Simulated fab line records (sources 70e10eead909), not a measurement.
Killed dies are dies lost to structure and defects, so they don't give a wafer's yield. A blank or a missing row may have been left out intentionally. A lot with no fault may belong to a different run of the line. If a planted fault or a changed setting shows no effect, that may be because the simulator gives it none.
Chamber matching || flow nandHarc || 3 sister chambers for NHARC_P_M0_DEP_00 on pecvd-04
The step deposits SiOC, target thk 150 nm. 3 wafers are shown with their chamber, then 8 later ones without.

WAFERS WITH THEIR CHAMBER
{"wafer": "L417.6", "chamber": 2, "showerheadVppV (V)": 1654}
{"wafer": "L422.6", "chamber": 0, "showerheadVppV (V)": 1662}
{"wafer": "L421.1", "chamber": 1, "showerheadVppV (V)": 1556}

WAFERS WITH NO CHAMBER GIVEN
{"wafer": "L421.2", "showerheadVppV (V)": 1635}
{"wafer": "L421.4", "showerheadVppV (V)": 1544}
{"wafer": "L423.1", "showerheadVppV (V)": 1637}
{"wafer": "L423.2", "showerheadVppV (V)": 1556}
{"wafer": "L423.5", "showerheadVppV (V)": 1648}
{"wafer": "L424.1", "showerheadVppV (V)": 1675}
{"wafer": "L424.2", "showerheadVppV (V)": 1649}
{"wafer": "L424.5", "showerheadVppV (V)": 1673}

CHAMBER TAKEN BY EACH
{"wafer": "L421.2", "from the rows above": "can't be placed: 2 or 0", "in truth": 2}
{"wafer": "L421.4", "from the rows above": 1, "in truth": 1}
{"wafer": "L423.1", "from the rows above": "can't be placed: 2 or 0", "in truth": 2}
{"wafer": "L423.2", "from the rows above": 1, "in truth": 1}
{"wafer": "L423.5", "from the rows above": "can't be placed: 2 or 0", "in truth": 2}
{"wafer": "L424.1", "from the rows above": "can't be placed: 0 or 2", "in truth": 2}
{"wafer": "L424.2", "from the rows above": "can't be placed: 2 or 0", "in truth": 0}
{"wafer": "L424.5", "from the rows above": "can't be placed: 0 or 2", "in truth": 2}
2 of 8 placed correctly. Not placeable from these rows: 6 (in 6, the candidates include the true chamber). Placed wrongly: 0.
How it was worked out, from the rows above alone: a wafer's distance from a chamber is the root of the sum, over the readings, of the square of ((its reading less the chamber's mean) divided by the reading's scatter). The wafer belongs to the nearest chamber; if the next one is less than 2 further off, it can't be placed. The mean given for a chamber averages the wafers shown for that chamber. The scatter: root of mean squared gap, hidden wafer to nearest shown wafer, with one shown wafer a chamber.
